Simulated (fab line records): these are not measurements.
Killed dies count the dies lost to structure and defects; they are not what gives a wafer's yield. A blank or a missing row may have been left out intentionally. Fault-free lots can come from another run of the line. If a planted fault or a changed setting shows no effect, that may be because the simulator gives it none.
Chamber matching || flow n5_finfet || pecvd-03 running N5_BEOL_M13_ILD_DEP_00: 3 sister chambers
The step deposits SiOC from DEMS/O2, target thk 837.92 nm, time 166.4 s. 6 wafers are shown with their chamber, then 9 later ones without.

WAFERS WITH THEIR CHAMBER
{"wafer": "L080.3", "chamber": 0, "heater_power_w (W)": 434, "rf_fwd_power_W (W)": 497.3}
{"wafer": "L083.3", "chamber": 0, "heater_power_w (W)": 474, "rf_fwd_power_W (W)": 500.1}
{"wafer": "L083.5", "chamber": 2, "heater_power_w (W)": 643, "rf_fwd_power_W (W)": 496.8}
{"wafer": "L087.1", "chamber": 2, "heater_power_w (W)": 678, "rf_fwd_power_W (W)": 496.2}
{"wafer": "L087.2", "chamber": 1, "heater_power_w (W)": 603, "rf_fwd_power_W (W)": 499.5}
{"wafer": "L087.4", "chamber": 1, "heater_power_w (W)": 596, "rf_fwd_power_W (W)": 498.8}

WAFERS WHOSE CHAMBER IS MISSING
{"wafer": "L090.1", "heater_power_w (W)": 631, "rf_fwd_power_W (W)": 498.5}
{"wafer": "L090.2", "heater_power_w (W)": 479, "rf_fwd_power_W (W)": 498.8}
{"wafer": "L090.6", "heater_power_w (W)": 668, "rf_fwd_power_W (W)": 499.4}
{"wafer": "L089.2", "heater_power_w (W)": 669, "rf_fwd_power_W (W)": 497.3}
{"wafer": "L089.3", "heater_power_w (W)": 440, "rf_fwd_power_W (W)": 500.1}
{"wafer": "L089.6", "heater_power_w (W)": 563, "rf_fwd_power_W (W)": 496.9}
{"wafer": "L096.1", "heater_power_w (W)": 568, "rf_fwd_power_W (W)": 498.5}
{"wafer": "L096.3", "heater_power_w (W)": 413, "rf_fwd_power_W (W)": 498.2}
{"wafer": "L096.5", "heater_power_w (W)": 660, "rf_fwd_power_W (W)": 498.4}

WHICH CHAMBER EACH ONE RAN IN
{"wafer": "L090.1", "from the rows above": "can't be placed: 1 or 2", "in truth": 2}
{"wafer": "L090.2", "from the rows above": 0, "in truth": 0}
{"wafer": "L090.6", "from the rows above": "can't be placed: 2 or 1", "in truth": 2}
{"wafer": "L089.2", "from the rows above": 2, "in truth": 2}
{"wafer": "L089.3", "from the rows above": 0, "in truth": 0}
{"wafer": "L089.6", "from the rows above": "can't be placed: 1 or 2", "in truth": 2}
{"wafer": "L096.1", "from the rows above": 1, "in truth": 1}
{"wafer": "L096.3", "from the rows above": 0, "in truth": 0}
{"wafer": "L096.5", "from the rows above": "can't be placed: 2 or 1", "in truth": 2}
5 of 9 placed correctly. Unplaceable from these rows: 4, with the true chamber sitting among the candidates in 4. Placed wrongly: 0.
How it was worked out, from the rows above alone: a wafer's distance from a chamber is the root of the sum, over the readings, of the square of ((its reading less the chamber's mean) divided by the reading's scatter). The wafer belongs to the nearest chamber; if the next one is less than 2 further off, it can't be placed. Each chamber's mean is taken over the wafers shown for it. The scatter: the root of (the sum of the squares of (reading less its chamber's mean) over the shown wafers, divided by (wafers less chambers)).
